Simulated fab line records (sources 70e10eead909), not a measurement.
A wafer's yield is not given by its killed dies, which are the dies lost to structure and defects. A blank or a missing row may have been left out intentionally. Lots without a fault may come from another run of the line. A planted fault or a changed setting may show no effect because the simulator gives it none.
What tool caused it?    flow nandHarc    Sampling: 7 lots, 21 wafers, 4 of 1159 route steps

== WHAT THE GAUGES READ, wafer by wafer ==
NHARC_P_GATE_CD_MEAS_91: target cd 2000 nm.
lot   measured      on        cdNm (nm)
L636  day 5 17:56   cdSem-03  1999.8 2000.9 1998.9
L638  day 6 00:58   cdSem-01  2000.9 2001.0 2000.1
L642  day 7 02:35   cdSem-03  1999.7 1999.1 1998.8
L644  day 7 16:57   cdSem-03  2000.0 2000.9 1999.4
L657  day 10 16:10  cdSem-03  2000.4 2000.5 2001.2

== TOOL THAT RAN EACH LOT (tool first, then ch and the chambers of the sampled wafers, then the start) ==
lot   NHARC_P_ZERO_WELL_DESCUM_39       NHARC_P_STI_ETCH_31               NHARC_P_GATE_STRIP_76
L636  rieDiel-10 ch 2,3, day 1 22:18    rieDiel-11 ch 0,1, day 2 16:19    plasmaAsher-02 ch 0,1, day 5 16:58
L638  rieDiel-06 ch 1,2, day 2 10:17    rieDiel-11 ch 0,1,3, day 3 07:01  plasmaAsher-01 ch 0,1, day 6 00:01
L642  rieDiel-06 ch 1,3, day 3 10:16    rieDiel-11 ch 1,3, day 4 07:59    plasmaAsher-02 ch 0,1, day 7 01:40
L644  rieDiel-10 ch 0,1,3, day 3 22:47  rieDiel-07 ch 0,2,3, day 4 22:28  plasmaAsher-01 ch 0,1, day 7 16:10
L647  rieDiel-06 ch 2,3, day 4 16:11    rieDiel-11 ch 0,1,3, day 5 11:22  -
L649  rieDiel-05 ch 0,2,3, day 5 04:26  rieDiel-03 ch 0,1,2, day 5 23:32  -
L657  rieDiel-10 ch 0,1,2, day 7 04:27  rieDiel-03 ch 0,2,3, day 7 23:35  plasmaAsher-02 ch 0,1, day 10 15:23
- NHARC_P_ZERO_WELL_DESCUM_39: chemistry O2, time 3 s.
- NHARC_P_STI_ETCH_31: etches the open film in CF4/CHF3, target depth 108.9 nm, time 54.5 s.
- NHARC_P_GATE_STRIP_76: strips in O2.

== THE ANSWER, worked out from the rows above alone ==
Rule: what is usual is taken from the lots themselves. Put in order of their means at a reading, lots are off if they are a third of the lots or fewer, leave a main group of 4 or more, and stand apart from it by a gap of 3 or more times the standard deviation of the main group's means; of several such gaps the widest counts. A main group whose means are all the same, to the digits that the tables above print for the reading, isn't used. Also off: a lot with no number at a reading for which 4 or more lots have one. All remaining lots with rows at the step are treated as sound.
Nothing can be told from this: no lot is off at any reading shown.

== WHAT THE SIMULATOR PUT IN ==
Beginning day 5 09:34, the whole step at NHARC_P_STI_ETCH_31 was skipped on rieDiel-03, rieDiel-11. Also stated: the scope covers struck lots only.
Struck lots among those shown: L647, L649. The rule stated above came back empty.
